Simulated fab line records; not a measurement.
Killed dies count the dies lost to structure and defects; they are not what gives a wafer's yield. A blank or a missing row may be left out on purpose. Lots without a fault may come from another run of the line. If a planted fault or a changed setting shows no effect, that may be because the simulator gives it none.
Which of the tools did it? / flow nand harc / 15 lots, 44 wafers sampled, at 4 steps of a route of 1302

## WHAT THE GAUGES SHOWED, per wafer
The record holds no reading of a measuring or inspecting step that can be judged against a usual standard deviation.

## TOOL THAT RAN EACH LOT (tool first, then ch and the chambers of the sampled wafers, then the start)
lot=L173; NHARC_A_CHANNEL_HOLE_D1_ETCH_38=rie diel-05 ch 0,1,2, day 8 13:01; NHARC_A_CHANNEL_HOLE_D1_ETCH_39=rie diel-05 ch 0,1,3, day 8 22:04 or earlier; NHARC_A_CHANNEL_HOLE_D1_ETCH_34=rie diel-05 ch 0,1, day 8 22:04 or earlier; NHARC_A_CHANNEL_HOLE_D1_ETCH_26=har etch-02 ch 0,1, day 8 22:04
lot=L177; NHARC_A_CHANNEL_HOLE_D1_ETCH_38=rie diel-03 ch 0,1,2, day 10 06:29; NHARC_A_CHANNEL_HOLE_D1_ETCH_39=rie diel-03 ch 1,3, day 10 13:25 or earlier; NHARC_A_CHANNEL_HOLE_D1_ETCH_34=rie diel-03 ch 0,1, day 10 13:25 or earlier; NHARC_A_CHANNEL_HOLE_D1_ETCH_26=har etch-01 ch 0,1, day 10 13:25
lot=L179; NHARC_A_CHANNEL_HOLE_D1_ETCH_38=rie diel-03 ch 0,1,3, day 10 16:45; NHARC_A_CHANNEL_HOLE_D1_ETCH_39=rie diel-03 ch 0,1,2, day 10 21:40 or earlier; NHARC_A_CHANNEL_HOLE_D1_ETCH_34=rie diel-03 ch 0,1,3, day 10 21:40 or earlier; NHARC_A_CHANNEL_HOLE_D1_ETCH_26=har etch-02 ch 0,1, day 10 21:40
lot=L178; NHARC_A_CHANNEL_HOLE_D1_ETCH_38=rie diel-07 ch 0,3, day 10 16:52; NHARC_A_CHANNEL_HOLE_D1_ETCH_39=rie diel-07 ch 0,2,3, day 10 21:51 or earlier; NHARC_A_CHANNEL_HOLE_D1_ETCH_34=rie diel-07 ch 1,2,3, day 10 21:51 or earlier; NHARC_A_CHANNEL_HOLE_D1_ETCH_26=har etch-01 ch 0,1, day 10 21:51
lot=L180; NHARC_A_CHANNEL_HOLE_D1_ETCH_38=rie diel-03 ch 2,3, day 11 12:14; NHARC_A_CHANNEL_HOLE_D1_ETCH_39=rie diel-03 ch 0,2, day 11 18:07 or earlier; NHARC_A_CHANNEL_HOLE_D1_ETCH_34=rie diel-03 ch 2,3, day 11 18:07 or earlier; NHARC_A_CHANNEL_HOLE_D1_ETCH_26=har etch-01 ch 0,1, day 11 18:07
lot=L181; NHARC_A_CHANNEL_HOLE_D1_ETCH_38=rie diel-05 ch 0,1,2, day 12 04:27; NHARC_A_CHANNEL_HOLE_D1_ETCH_39=rie diel-05 ch 0,1, day 12 09:19 or earlier; NHARC_A_CHANNEL_HOLE_D1_ETCH_34=rie diel-05 ch 1,2,3, day 12 09:19 or earlier; NHARC_A_CHANNEL_HOLE_D1_ETCH_26=har etch-01 ch 0,1, day 12 09:19
lot=L182; NHARC_A_CHANNEL_HOLE_D1_ETCH_38=rie diel-05 ch 0,2, day 12 14:02; NHARC_A_CHANNEL_HOLE_D1_ETCH_39=rie diel-05 ch 2,3, day 12 21:16 or earlier; NHARC_A_CHANNEL_HOLE_D1_ETCH_34=rie diel-05 ch 1,3, day 12 21:16 or earlier; NHARC_A_CHANNEL_HOLE_D1_ETCH_26=har etch-02 ch 0,1, day 12 21:16
lot=L183; NHARC_A_CHANNEL_HOLE_D1_ETCH_38=rie diel-05 ch 0,3, day 13 03:07; NHARC_A_CHANNEL_HOLE_D1_ETCH_39=rie diel-05 ch 0,1,2, day 13 10:23 or earlier; NHARC_A_CHANNEL_HOLE_D1_ETCH_34=rie diel-05 ch 0,2, day 13 10:23 or earlier; NHARC_A_CHANNEL_HOLE_D1_ETCH_26=har etch-02 ch 0,1, day 13 10:23
lot=L184; NHARC_A_CHANNEL_HOLE_D1_ETCH_38=rie diel-05 ch 0,2,3, day 13 09:40; NHARC_A_CHANNEL_HOLE_D1_ETCH_39=rie diel-05 ch 0,1,2, day 13 14:34 or earlier; NHARC_A_CHANNEL_HOLE_D1_ETCH_34=rie diel-05 ch 1,2, day 13 14:34 or earlier; NHARC_A_CHANNEL_HOLE_D1_ETCH_26=har etch-01 ch 0,1, day 13 14:34
lot=L185; NHARC_A_CHANNEL_HOLE_D1_ETCH_38=rie diel-05 ch 0,1,2, day 13 21:11; NHARC_A_CHANNEL_HOLE_D1_ETCH_39=rie diel-05 ch 0,3, day 14 02:07 or earlier; NHARC_A_CHANNEL_HOLE_D1_ETCH_34=rie diel-05 ch 1,3, day 14 02:07 or earlier; NHARC_A_CHANNEL_HOLE_D1_ETCH_26=har etch-02 ch 0,1, day 14 02:07
lot=L186; NHARC_A_CHANNEL_HOLE_D1_ETCH_38=rie diel-05 ch 1,2, day 14 09:52; NHARC_A_CHANNEL_HOLE_D1_ETCH_39=rie diel-05 ch 2,3, day 14 14:44 or earlier; NHARC_A_CHANNEL_HOLE_D1_ETCH_34=rie diel-05 ch 0,1,2, day 14 14:44 or earlier; NHARC_A_CHANNEL_HOLE_D1_ETCH_26=har etch-01 ch 0,1, day 14 14:44
lot=L189; NHARC_A_CHANNEL_HOLE_D1_ETCH_38=rie diel-07 ch 1,2,3, day 15 00:15; NHARC_A_CHANNEL_HOLE_D1_ETCH_39=rie diel-07 ch 1,2, day 15 05:11 or earlier; NHARC_A_CHANNEL_HOLE_D1_ETCH_34=rie diel-07 ch 1,2,3, day 15 05:11 or earlier; NHARC_A_CHANNEL_HOLE_D1_ETCH_26=har etch-01 ch 1, day 15 05:11
lot=L190; NHARC_A_CHANNEL_HOLE_D1_ETCH_38=rie diel-05 ch 0,3, day 15 10:29; NHARC_A_CHANNEL_HOLE_D1_ETCH_39=rie diel-05 ch 1,3, day 15 15:24 or earlier; NHARC_A_CHANNEL_HOLE_D1_ETCH_34=rie diel-05 ch 2, day 15 15:24 or earlier; NHARC_A_CHANNEL_HOLE_D1_ETCH_26=har etch-01 ch 1, day 15 15:24
lot=L195; NHARC_A_CHANNEL_HOLE_D1_ETCH_38=rie diel-05 ch 1,2,3, day 17 20:25; NHARC_A_CHANNEL_HOLE_D1_ETCH_39=rie diel-05 ch 0,2, day 18 01:16 or earlier; NHARC_A_CHANNEL_HOLE_D1_ETCH_34=rie diel-05 ch 0,1,3, day 18 01:16 or earlier; NHARC_A_CHANNEL_HOLE_D1_ETCH_26=har etch-02 ch 1, day 18 01:16
lot=L196; NHARC_A_CHANNEL_HOLE_D1_ETCH_38=rie diel-07 ch 0,1,2, day 18 04:19; NHARC_A_CHANNEL_HOLE_D1_ETCH_39=rie diel-07 ch 0,1,2, day 18 09:11 or earlier; NHARC_A_CHANNEL_HOLE_D1_ETCH_34=rie diel-07 ch 0,1, day 18 09:11 or earlier; NHARC_A_CHANNEL_HOLE_D1_ETCH_26=har etch-01 ch 0,1, day 18 09:11
- NHARC_A_CHANNEL_HOLE_D1_ETCH_38: etches the open film in CF4, target depth 39 nm, time 65 s.
- NHARC_A_CHANNEL_HOLE_D1_ETCH_39: etches the open film in N2/H2, target depth 260 nm, time 325 s.
- NHARC_A_CHANNEL_HOLE_D1_ETCH_34: etches the open film in CF4/CHF3, target depth 154 nm, time 77 s.
- NHARC_A_CHANNEL_HOLE_D1_ETCH_26: etches the open film in C4F8/O2/Ar, time 224.1 s, target depth 300 nm.

## WHAT THE TOOLS THEMSELVES READ (means of the sampled wafers that have a number; where no wafer has one, the mark that the record gives instead)
NHARC_A_CHANNEL_HOLE_D1_ETCH_38. Usual: value, then standard deviation, for each; drypump motor current A 5.7 A / 0.34; mfc ar sccm 0.008 sccm / 0.01; oes product au 1.004 a.u. / 0.013; rf vpp V 151.3 V / 1.2; run length s 86.4 s / 0.41; showerhead plenum p Torr 1.77 Torr / 0.078; throttle valve pct 13.284 % / 0.0085.
lot=L173; tool=rie diel-05; drypump motor current A (A)=5.7; mfc ar sccm (sccm)=0.015; oes product au (a.u.)=1.002; rf vpp V (V)=150.2; run length s (s)=86.3; showerhead plenum p Torr (Torr)=1.74; throttle valve pct (%)=13.279; flag=
lot=L177; tool=rie diel-03; drypump motor current A (A)=5.8; mfc ar sccm (sccm)=0.007; oes product au (a.u.)=1.003; rf vpp V (V)=151.2; run length s (s)=86.8; showerhead plenum p Torr (Torr)=1.75; throttle valve pct (%)=13.285; flag=
lot=L179; tool=rie diel-03; drypump motor current A (A)=5.6; mfc ar sccm (sccm)=0.007; oes product au (a.u.)=0.998; rf vpp V (V)=152.5; run length s (s)=86.7; showerhead plenum p Torr (Torr)=1.79; throttle valve pct (%)=13.283; flag=
lot=L178; tool=rie diel-07; drypump motor current A (A)=5.9; mfc ar sccm (sccm)=0.002; oes product au (a.u.)=0.996; rf vpp V (V)=153.6; run length s (s)=86.9; showerhead plenum p Torr (Torr)=1.89; throttle valve pct (%)=13.284; flag=
lot=L180; tool=rie diel-03; drypump motor current A (A)=6.1; mfc ar sccm (sccm)=0.000; oes product au (a.u.)=1.011; rf vpp V (V)=150.2; run length s (s)=86.9; showerhead plenum p Torr (Torr)=1.69; throttle valve pct (%)=13.299; flag=
lot=L181; tool=rie diel-05; drypump motor current A (A)=5.8; mfc ar sccm (sccm)=0.015; oes product au (a.u.)=1.007; rf vpp V (V)=150.8; run length s (s)=86.6; showerhead plenum p Torr (Torr)=1.74; throttle valve pct (%)=13.283; flag=
lot=L182; tool=rie diel-05; drypump motor current A (A)=5.9; mfc ar sccm (sccm)=0.023; oes product au (a.u.)=1.009; rf vpp V (V)=151.2; run length s (s)=86.7; showerhead plenum p Torr (Torr)=1.74; throttle valve pct (%)=13.278; flag=
lot=L183; tool=rie diel-05; drypump motor current A (A)=5.5; mfc ar sccm (sccm)=0.003; oes product au (a.u.)=0.996; rf vpp V (V)=152.0; run length s (s)=86.5; showerhead plenum p Torr (Torr)=1.83; throttle valve pct (%)=13.287; flag=
lot=L184; tool=rie diel-05; drypump motor current A (A)=5.7; mfc ar sccm (sccm)=0.012; oes product au (a.u.)=1.001; rf vpp V (V)=150.8; run length s (s)=86.4; showerhead plenum p Torr (Torr)=1.78; throttle valve pct (%)=13.287; flag=
lot=L185; tool=rie diel-05; drypump motor current A (A)=5.7; mfc ar sccm (sccm)=0.015; oes product au (a.u.)=0.995; rf vpp V (V)=151.0; run length s (s)=74.0; showerhead plenum p Torr (Torr)=1.74; throttle valve pct (%)=13.293; flag=OFF
lot=L186; tool=rie diel-05; drypump motor current A (A)=5.8; mfc ar sccm (sccm)=0.016; oes product au (a.u.)=0.996; rf vpp V (V)=150.1; run length s (s)=80.1; showerhead plenum p Torr (Torr)=1.69; throttle valve pct (%)=13.278; flag=OFF
lot=L189; tool=rie diel-07; drypump motor current A (A)=5.7; mfc ar sccm (sccm)=0.007; oes product au (a.u.)=1.014; rf vpp V (V)=151.7; run length s (s)=86.4; showerhead plenum p Torr (Torr)=1.79; throttle valve pct (%)=13.277; flag=
lot=L190; tool=rie diel-05; drypump motor current A (A)=5.5; mfc ar sccm (sccm)=0.002; oes product au (a.u.)=1.003; rf vpp V (V)=152.7; run length s (s)=76.9; showerhead plenum p Torr (Torr)=1.82; throttle valve pct (%)=13.281; flag=OFF
lot=L195; tool=rie diel-05; drypump motor current A (A)=5.8; mfc ar sccm (sccm)=0.013; oes product au (a.u.)=1.012; rf vpp V (V)=151.5; run length s (s)=86.3; showerhead plenum p Torr (Torr)=1.73; throttle valve pct (%)=13.285; flag=
lot=L196; tool=rie diel-07; drypump motor current A (A)=5.7; mfc ar sccm (sccm)=0.008; oes product au (a.u.)=1.002; rf vpp V (V)=151.4; run length s (s)=86.5; showerhead plenum p Torr (Torr)=1.79; throttle valve pct (%)=13.283; flag=

NHARC_A_CHANNEL_HOLE_D1_ETCH_39. Usual: drypump motor current A 5.8 A, standard deviation 0.34; h2 flow sccm 149.9 sccm, standard deviation 0.44; mfc ar sccm 0.008 sccm, standard deviation 0.01; oes product au 1.003 a.u., standard deviation 0.013; rf vpp V 430.6 V, standard deviation 2.9; run length s 346.5 s, standard deviation 0.44; showerhead plenum p Torr 2.04 Torr, standard deviation 0.1; throttle valve pct 14.171 %, standard deviation 0.011.
lot=L173; tool=rie diel-05; drypump motor current A (A)=5.6; h2 flow sccm (sccm)=150.3; mfc ar sccm (sccm)=0.004; oes product au (a.u.)=0.995; rf vpp V (V)=431.7; run length s (s)=346.3; showerhead plenum p Torr (Torr)=2.05; throttle valve pct (%)=14.161; flag=
lot=L177; tool=rie diel-03; drypump motor current A (A)=6.0; h2 flow sccm (sccm)=149.9; mfc ar sccm (sccm)=0.007; oes product au (a.u.)=1.016; rf vpp V (V)=430.8; run length s (s)=346.6; showerhead plenum p Torr (Torr)=2.07; throttle valve pct (%)=14.176; flag=
lot=L179; tool=rie diel-03; drypump motor current A (A)=5.8; h2 flow sccm (sccm)=150.0; mfc ar sccm (sccm)=0.007; oes product au (a.u.)=1.007; rf vpp V (V)=429.1; run length s (s)=346.5; showerhead plenum p Torr (Torr)=2.01; throttle valve pct (%)=14.178; flag=
lot=L178; tool=rie diel-07; drypump motor current A (A)=5.9; h2 flow sccm (sccm)=149.8; mfc ar sccm (sccm)=0.004; oes product au (a.u.)=0.993; rf vpp V (V)=433.8; run length s (s)=346.6; showerhead plenum p Torr (Torr)=2.17; throttle valve pct (%)=14.174; flag=
lot=L180; tool=rie diel-03; drypump motor current A (A)=5.7; h2 flow sccm (sccm)=149.5; mfc ar sccm (sccm)=0.000; oes product au (a.u.)=1.007; rf vpp V (V)=427.7; run length s (s)=346.6; showerhead plenum p Torr (Torr)=1.94; throttle valve pct (%)=14.172; flag=
lot=L181; tool=rie diel-05; drypump motor current A (A)=5.5; h2 flow sccm (sccm)=150.0; mfc ar sccm (sccm)=0.006; oes product au (a.u.)=0.994; rf vpp V (V)=429.4; run length s (s)=346.3; showerhead plenum p Torr (Torr)=2.00; throttle valve pct (%)=14.169; flag=
lot=L182; tool=rie diel-05; drypump motor current A (A)=5.9; h2 flow sccm (sccm)=149.6; mfc ar sccm (sccm)=0.022; oes product au (a.u.)=1.004; rf vpp V (V)=429.6; run length s (s)=346.4; showerhead plenum p Torr (Torr)=1.99; throttle valve pct (%)=14.173; flag=
lot=L183; tool=rie diel-05; drypump motor current A (A)=5.8; h2 flow sccm (sccm)=150.2; mfc ar sccm (sccm)=0.015; oes product au (a.u.)=0.997; rf vpp V (V)=428.6; run length s (s)=346.6; showerhead plenum p Torr (Torr)=2.00; throttle valve pct (%)=14.175; flag=
lot=L184; tool=rie diel-05; drypump motor current A (A)=5.7; h2 flow sccm (sccm)=149.9; mfc ar sccm (sccm)=0.015; oes product au (a.u.)=0.990; rf vpp V (V)=429.7; run length s (s)=346.5; showerhead plenum p Torr (Torr)=2.01; throttle valve pct (%)=14.173; flag=
lot=L185; tool=rie diel-05; drypump motor current A (A)=5.5; h2 flow sccm (sccm)=149.9; mfc ar sccm (sccm)=0.003; oes product au (a.u.)=1.006; rf vpp V (V)=432.3; run length s (s)=346.4; showerhead plenum p Torr (Torr)=2.11; throttle valve pct (%)=14.173; flag=
lot=L186; tool=rie diel-05; drypump motor current A (A)=5.8; h2 flow sccm (sccm)=150.5; mfc ar sccm (sccm)=0.011; oes product au (a.u.)=1.012; rf vpp V (V)=431.0; run length s (s)=346.1; showerhead plenum p Torr (Torr)=2.03; throttle valve pct (%)=14.167; flag=
lot=L189; tool=rie diel-07; drypump motor current A (A)=5.8; h2 flow sccm (sccm)=150.1; mfc ar sccm (sccm)=0.010; oes product au (a.u.)=1.011; rf vpp V (V)=430.2; run length s (s)=346.3; showerhead plenum p Torr (Torr)=2.05; throttle valve pct (%)=14.172; flag=
lot=L190; tool=rie diel-05; drypump motor current A (A)=5.6; h2 flow sccm (sccm)=149.9; mfc ar sccm (sccm)=0.004; oes product au (a.u.)=0.992; rf vpp V (V)=430.6; run length s (s)=345.9; showerhead plenum p Torr (Torr)=2.01; throttle valve pct (%)=14.174; flag=
lot=L195; tool=rie diel-05; drypump motor current A (A)=6.0; h2 flow sccm (sccm)=150.4; mfc ar sccm (sccm)=0.023; oes product au (a.u.)=1.014; rf vpp V (V)=429.6; run length s (s)=346.4; showerhead plenum p Torr (Torr)=2.00; throttle valve pct (%)=14.165; flag=
lot=L196; tool=rie diel-07; drypump motor current A (A)=5.7; h2 flow sccm (sccm)=149.5; mfc ar sccm (sccm)=0.008; oes product au (a.u.)=1.008; rf vpp V (V)=430.6; run length s (s)=346.5; showerhead plenum p Torr (Torr)=2.06; throttle valve pct (%)=14.174; flag=

NHARC_A_CHANNEL_HOLE_D1_ETCH_34. Usual: value, then standard deviation, for each; drypump motor current A 5.7 A / 0.34; mfc ar sccm 0.008 sccm / 0.01; oes product au 0.949 a.u. / 0.026; rf vpp V 370.5 V / 2.5; run length s 98.5 s / 0.43; showerhead plenum p Torr 1.58 Torr / 0.072; throttle valve pct 16.802 % / 0.0094.
lot=L173; tool=rie diel-05; drypump motor current A (A)=5.5; mfc ar sccm (sccm)=0.005; oes product au (a.u.)=0.926; rf vpp V (V)=371.3; run length s (s)=98.6; showerhead plenum p Torr (Torr)=1.60; throttle valve pct (%)=16.800; flag=
lot=L177; tool=rie diel-03; drypump motor current A (A)=5.3; mfc ar sccm (sccm)=0.007; oes product au (a.u.)=0.919; rf vpp V (V)=370.5; run length s (s)=98.3; showerhead plenum p Torr (Torr)=1.58; throttle valve pct (%)=16.798; flag=
lot=L179; tool=rie diel-03; drypump motor current A (A)=5.6; mfc ar sccm (sccm)=0.007; oes product au (a.u.)=0.968; rf vpp V (V)=370.6; run length s (s)=98.5; showerhead plenum p Torr (Torr)=1.59; throttle valve pct (%)=16.803; flag=
lot=L178; tool=rie diel-07; drypump motor current A (A)=5.7; mfc ar sccm (sccm)=0.007; oes product au (a.u.)=0.969; rf vpp V (V)=370.7; run length s (s)=98.6; showerhead plenum p Torr (Torr)=1.60; throttle valve pct (%)=16.795; flag=
lot=L180; tool=rie diel-03; drypump motor current A (A)=5.9; mfc ar sccm (sccm)=0.000; oes product au (a.u.)=0.967; rf vpp V (V)=369.6; run length s (s)=98.9; showerhead plenum p Torr (Torr)=1.54; throttle valve pct (%)=16.800; flag=
lot=L181; tool=rie diel-05; drypump motor current A (A)=5.8; mfc ar sccm (sccm)=0.013; oes product au (a.u.)=0.970; rf vpp V (V)=369.9; run length s (s)=98.2; showerhead plenum p Torr (Torr)=1.54; throttle valve pct (%)=16.798; flag=
lot=L182; tool=rie diel-05; drypump motor current A (A)=5.5; mfc ar sccm (sccm)=0.002; oes product au (a.u.)=0.973; rf vpp V (V)=369.7; run length s (s)=98.1; showerhead plenum p Torr (Torr)=1.57; throttle valve pct (%)=16.805; flag=
lot=L183; tool=rie diel-05; drypump motor current A (A)=6.0; mfc ar sccm (sccm)=0.023; oes product au (a.u.)=0.943; rf vpp V (V)=369.0; run length s (s)=98.5; showerhead plenum p Torr (Torr)=1.55; throttle valve pct (%)=16.798; flag=
lot=L184; tool=rie diel-05; drypump motor current A (A)=5.7; mfc ar sccm (sccm)=0.016; oes product au (a.u.)=0.923; rf vpp V (V)=368.1; run length s (s)=98.2; showerhead plenum p Torr (Torr)=1.50; throttle valve pct (%)=16.808; flag=
lot=L185; tool=rie diel-05; drypump motor current A (A)=5.6; mfc ar sccm (sccm)=0.002; oes product au (a.u.)=0.931; rf vpp V (V)=370.7; run length s (s)=98.1; showerhead plenum p Torr (Torr)=1.57; throttle valve pct (%)=16.794; flag=
lot=L186; tool=rie diel-05; drypump motor current A (A)=5.7; mfc ar sccm (sccm)=0.015; oes product au (a.u.)=0.922; rf vpp V (V)=369.9; run length s (s)=98.4; showerhead plenum p Torr (Torr)=1.55; throttle valve pct (%)=16.808; flag=
lot=L189; tool=rie diel-07; drypump motor current A (A)=5.7; mfc ar sccm (sccm)=0.007; oes product au (a.u.)=0.953; rf vpp V (V)=371.3; run length s (s)=98.3; showerhead plenum p Torr (Torr)=1.59; throttle valve pct (%)=16.795; flag=
lot=L190; tool=rie diel-05; drypump motor current A (A)=6.2; mfc ar sccm (sccm)=0.033; oes product au (a.u.)=0.925; rf vpp V (V)=369.4; run length s (s)=98.5; showerhead plenum p Torr (Torr)=1.51; throttle valve pct (%)=16.807; flag=
lot=L195; tool=rie diel-05; drypump motor current A (A)=5.6; mfc ar sccm (sccm)=0.004; oes product au (a.u.)=0.924; rf vpp V (V)=370.4; run length s (s)=98.5; showerhead plenum p Torr (Torr)=1.58; throttle valve pct (%)=16.796; flag=
lot=L196; tool=rie diel-07; drypump motor current A (A)=5.7; mfc ar sccm (sccm)=0.008; oes product au (a.u.)=0.971; rf vpp V (V)=369.0; run length s (s)=98.8; showerhead plenum p Torr (Torr)=1.54; throttle valve pct (%)=16.794; flag=

NHARC_A_CHANNEL_HOLE_D1_ETCH_26. Usual: drypump motor current A 5.7 A, standard deviation 0.46; mfc ar sccm 374.9 sccm, standard deviation 1.1; showerhead plenum p Torr 3.66 Torr, standard deviation 0.13; throttle valve pct 24.584 %, standard deviation 0.0091.
lot=L173; tool=har etch-02; drypump motor current A (A)=6.0; mfc ar sccm (sccm)=375.4; showerhead plenum p Torr (Torr)=3.53; throttle valve pct (%)=24.592; flag=
lot=L177; tool=har etch-01; drypump motor current A (A)=5.5; mfc ar sccm (sccm)=376.0; showerhead plenum p Torr (Torr)=3.76; throttle valve pct (%)=24.576; flag=
lot=L179; tool=har etch-02; drypump motor current A (A)=6.3; mfc ar sccm (sccm)=374.4; showerhead plenum p Torr (Torr)=3.56; throttle valve pct (%)=24.580; flag=
lot=L178; tool=har etch-01; drypump motor current A (A)=5.3; mfc ar sccm (sccm)=373.8; showerhead plenum p Torr (Torr)=3.75; throttle valve pct (%)=24.584; flag=
lot=L180; tool=har etch-01; drypump motor current A (A)=5.5; mfc ar sccm (sccm)=375.3; showerhead plenum p Torr (Torr)=3.75; throttle valve pct (%)=24.581; flag=
lot=L181; tool=har etch-01; drypump motor current A (A)=5.5; mfc ar sccm (sccm)=375.2; showerhead plenum p Torr (Torr)=3.74; throttle valve pct (%)=24.581; flag=
lot=L182; tool=har etch-02; drypump motor current A (A)=6.0; mfc ar sccm (sccm)=376.7; showerhead plenum p Torr (Torr)=3.50; throttle valve pct (%)=24.582; flag=
lot=L183; tool=har etch-02; drypump motor current A (A)=6.0; mfc ar sccm (sccm)=375.3; showerhead plenum p Torr (Torr)=3.50; throttle valve pct (%)=24.586; flag=
lot=L184; tool=har etch-01; drypump motor current A (A)=5.4; mfc ar sccm (sccm)=374.5; showerhead plenum p Torr (Torr)=3.73; throttle valve pct (%)=24.582; flag=
lot=L185; tool=har etch-02; drypump motor current A (A)=6.0; mfc ar sccm (sccm)=374.8; showerhead plenum p Torr (Torr)=3.49; throttle valve pct (%)=24.594; flag=
lot=L186; tool=har etch-01; drypump motor current A (A)=5.4; mfc ar sccm (sccm)=375.2; showerhead plenum p Torr (Torr)=3.72; throttle valve pct (%)=24.582; flag=
lot=L189; tool=har etch-01; drypump motor current A (A)=5.6; mfc ar sccm (sccm)=374.9; showerhead plenum p Torr (Torr)=3.73; throttle valve pct (%)=24.585; flag=
lot=L190; tool=har etch-01; drypump motor current A (A)=5.7; mfc ar sccm (sccm)=375.2; showerhead plenum p Torr (Torr)=3.73; throttle valve pct (%)=24.582; flag=
lot=L195; tool=har etch-02; drypump motor current A (A)=5.7; mfc ar sccm (sccm)=372.8; showerhead plenum p Torr (Torr)=3.99; throttle valve pct (%)=24.588; flag=
lot=L196; tool=har etch-01; drypump motor current A (A)=5.5; mfc ar sccm (sccm)=374.5; showerhead plenum p Torr (Torr)=3.69; throttle valve pct (%)=24.578; flag=

## THE ANSWER, worked out from the rows above alone
Rule: take the mean of a lot's wafers that have a number; if it is more than 3 standard deviations from the usual mean, the lot is off. Also off: a lot with no number at a reading for which 4 or more lots have one. All remaining lots with rows at the step are treated as sound. First the gauges in route order, then the tools' own readings, where a lot's mean is used as printed above. At the first step where some lot is off, the reading lying furthest off is the one used; lots without a number count as furthest.
Off at NHARC_A_CHANNEL_HOLE_D1_ETCH_38 (run length s): L185, L186, L190.
If a tool, at that step or one of the process steps before it, ran each lot that is off and ran no sound lot following the first of them, it fits. None of those tried fits.

## WHAT WAS PUT IN BY THE SIMULATOR
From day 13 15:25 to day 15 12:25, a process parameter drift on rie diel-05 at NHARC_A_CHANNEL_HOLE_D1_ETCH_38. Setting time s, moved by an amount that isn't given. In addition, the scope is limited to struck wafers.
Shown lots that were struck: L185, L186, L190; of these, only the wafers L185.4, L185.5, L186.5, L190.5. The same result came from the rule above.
